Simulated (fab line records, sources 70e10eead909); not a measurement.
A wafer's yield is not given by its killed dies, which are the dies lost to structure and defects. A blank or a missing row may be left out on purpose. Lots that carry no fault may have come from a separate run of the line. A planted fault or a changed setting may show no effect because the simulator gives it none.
A lot that was struck, set against a sound lot -- flow nand_harc -- 15 steps out of a route of 1302
Sound: wafers L376.2, L376.5, L376.6. Struck: wafer L383.5 (L383.4, L383.6, from the same lot, were not struck and are left out); the cause is given at the end.
For every step that has rows: the tool of each side, followed by ch and its chambers, followed by its first start. Under that, the readings that differ: sound wafers -- struck wafers -- difference of the means -- sigmas: that difference in standard deviations of wafers without a fault.
alike: words and numbers the same on both sides, and readings whose means are apart by under 2 such deviations; not compared: readings that were withheld, readings missing a value for some wafer, numbers with overlapping values and no deviation given by the record, and bounds like >300 which may hide the same value.
Wherever a step has rows on one side only, a row that says differs or no value, or a row with sigmas, the two part there. When numbers do not overlap yet have no deviation, they are printed without sigmas and do not part them. A reading that every wafer of one side lacks parts them only if that side has two wafers or more.

first, 1 step without rows for these wafers: NHARC_A_CHANNEL_HOLE_D1_STRIP_43 (strips in O2/COS).
NHARC_A_CHANNEL_HOLE_D1_ETCH_44: etches the open film in CF4/O2, target depth 140 nm, overetch 14 nm, time 77 s.
  sound on rie_diel-06 ch 0,2,3, day 10 08:24; struck on rie_diel-05 ch 2, day 13 01:46
  alike: bias_w, drypump_motor_current_A, oes_o_777_au, oes_product_au, rf_vpp_V, showerhead_plenum_p_Torr, throttle_valve_pct
  not compared: rf_hours_counter_h
NHARC_A_CHANNEL_HOLE_D1_STRIP_27: strips in O2.
  sound: rie_diel-06 ch 0,2,3; struck: rie_diel-05 ch 3
  alike: drypump_motor_current_A, oes_product_au, rf_vpp_V, showerhead_plenum_p_Torr, throttle_valve_pct
  not compared: rf_hours_counter_h
then, 2 steps without rows for these wafers: NHARC_A_CHANNEL_HOLE_D1_PRECLEAN_28 (cleans in SC1); NHARC_A_CHANNEL_HOLE_D1_SRD_29.
NHARC_A_CHANNEL_HOLE_D1_CD_MEAS_30:
  struck on cd_sem-03, day 13 02:34; sound on cd_sem-03, day 10 09:11
  alike: cd_nm
next, for these wafers, 1 step has no rows: NHARC_A_CHANNEL_HOLE_D1_XSEM_31.
NHARC_A_CHANNEL_HOLE_D1_INSPECT_40:
  struck on defect_inspect-02, day 13 02:45; sound on defect_inspect-02, day 10 09:22
  alike: raw_defect_count
then, 2 steps without rows for these wafers: NHARC_A_CHANNEL_FILL_D1_PRECLEAN_00 (cleans in SC1); NHARC_A_CHANNEL_FILL_D1_SRD_01.
NHARC_A_CHANNEL_FILL_D1_ALD_02: deposits SiO2, target thk 6 nm, pulse time 10 s, ald cycles 60.
  sound on ald_hk-02 ch 0,1, day 10 09:38; struck on ald_hk-02 ch 2, day 13 03:01
reading,sound,struck,difference,sigmas
susceptor_temp_C (C),299.85 300.06 299.80,300.31,+0.41,+2
  alike: heater_power_w, precursor_pulse_height_rel
  not compared: ald_cycles
NHARC_A_CHANNEL_FILL_D1_ALD_03: deposits SiNx, target thk 6 nm, pulse time 60 s, ald cycles 58.
  sound: ald_sin_batch-03 ch 0; struck: ald_sin_batch-02 ch 0
  alike: chamber_pressure_Torr, precursor_pulse_height_rel, susceptor_temp_C
  not compared: ald_cycles
NHARC_A_CHANNEL_FILL_D1_ALD_14: deposits SiO2, target thk 2.5 nm, pulse time 10 s, ald cycles 25.
  sound on ald_hk-02 ch 0,1,3, day 10 16:42; struck on ald_hk-02 ch 1, day 13 10:55
reading,sound,struck,difference,sigmas
ald_cycles,25 25 25,17,-8,
susceptor_temp_C (C),- - -,299.91,no value on the sound wafers,
  alike: heater_power_w, precursor_pulse_height_rel
NHARC_A_CHANNEL_FILL_D1_ALD_15: deposits SiNx, target thk 2 nm, pulse time 60 s, ald cycles 19.
  sound: ald_sin_batch-01 ch 0; struck: ald_sin_batch-01 ch 0
reading,sound,struck,difference,sigmas
susceptor_temp_C (C),- - -,630.30,no value on the sound wafers,
  alike: chamber_pressure_Torr, precursor_pulse_height_rel
  not compared: ald_cycles
next, for these wafers, 1 step has no rows: NHARC_END_SORT_01.

## WHERE THEY PART
Earliest at NHARC_A_CHANNEL_FILL_D1_ALD_02; latest, in this record, at NHARC_A_CHANNEL_FILL_D1_ALD_15.

WHY: the cause the simulator had injected
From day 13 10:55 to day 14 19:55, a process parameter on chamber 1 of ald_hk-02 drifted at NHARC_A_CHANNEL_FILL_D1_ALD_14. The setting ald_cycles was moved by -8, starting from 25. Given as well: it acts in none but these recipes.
